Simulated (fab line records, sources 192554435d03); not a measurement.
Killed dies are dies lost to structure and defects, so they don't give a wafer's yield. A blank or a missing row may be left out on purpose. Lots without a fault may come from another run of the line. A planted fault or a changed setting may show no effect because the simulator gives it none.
Problem report in the 8D (eight disciplines) form, filled by code | flow n5_finfet | the parts of the form that need people (team, actions taken, sign-off) are left out

1. THE PROBLEM
spin_speed_rpm at N5_GATE_CUT_COAT_07 reads a mean of 1366.5 rpm on 6 wafers of 2 lots; wafers without a fault read 1500.0 rpm with a standard deviation of 0.94. That is -99 or more standard deviations from the usual mean.
The step: resist thk 30 nm.
First seen on wafer L257.1, day 8 21:42, on litho_track-05. The record holds 18 wafers of 6 lots with a number at this step. Rule for "out", or "out of limits": more than 4 standard deviations from the usual mean. The other wafers with a number count as sound.

2. WHAT IT IS AND WHAT IT IS NOT
question                    | is                     | is not
which readings at this step | spin_speed_rpm         | dispense_pressure_kPa, exhaust_pa
which lots                  | L257, L261             | L239, L248, L256, L259
which wafers of those lots  | all that have a number | -
read on which tools         | litho_track-05         | litho_track-03, litho_track-04
when                        | from day 8 21:42       | up to then (9 sound wafers); but 3 sound wafers of L259 came after

3. SUSPECTS, AND WHAT RULES EACH OUT
Counting: a tool at a process step up to the reading stays a suspect if it ran every lot that is out and no sound lot after the first of them.
- ald_sin-03 at N5_GATE_CUT_SAC_CAP_01 (material SiNx, target thk 24 nm, pulse time 1 s, ald cycles 480): kept. It ran every lot that is out, first L257 (day 8 19:02), and no sound lot after that.
- litho_track-05 at N5_GATE_CUT_COAT_07 (resist thk 30 nm): kept. It ran every lot that is out, first L257 (day 8 21:42), and no sound lot after that; its last sound lot up to then is L239 (day 4 10:01). Its own readings are out on those wafers: spin_speed_rpm.
Left after counting: ald_sin-03 at N5_GATE_CUT_SAC_CAP_01, litho_track-05 at N5_GATE_CUT_COAT_07.

4. THE CAUSE (what the simulator had put in)
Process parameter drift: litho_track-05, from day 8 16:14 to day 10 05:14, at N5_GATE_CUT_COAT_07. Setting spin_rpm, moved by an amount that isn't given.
Counting left 2 suspects, and this tool is among them.

5. THE CHAIN OF EFFECTS, in route order
Each row: a reading whose mean over the struck wafers that have a number lies more than 3 standard deviations from the usual. Only readings for which the record gives a usual standard deviation are gone through. hours: the time from each lot's start at the first step in this table that gives one to its start at this step, as a median over the lots. sigmas: the change in usual standard deviations.
hours | step                | reading        | usual      | on struck wafers | change | sigmas
0     | N5_GATE_CUT_COAT_07 | spin_speed_rpm | 1500.0 rpm | 1366.5           | -133.5 | -99 or more
The process steps in it:
- N5_GATE_CUT_COAT_07: resist thk 30 nm.
Later measuring or inspecting steps at which every struck wafer that the step has a row for has a number for every such reading, and none has moved that far: N5_GATE_CUT_CD_MEAS_13, N5_GATE_CUT_OVL_MEAS_14, N5_GATE_CUT_INSPECT_15, N5_BEOL_M4_RC_MEAS_101.

6. WHAT WOULD HAVE CAUGHT IT SOONER
In this record the first reading out of limits was taken at day 8 21:42, 5 hours after the fault began at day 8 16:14.
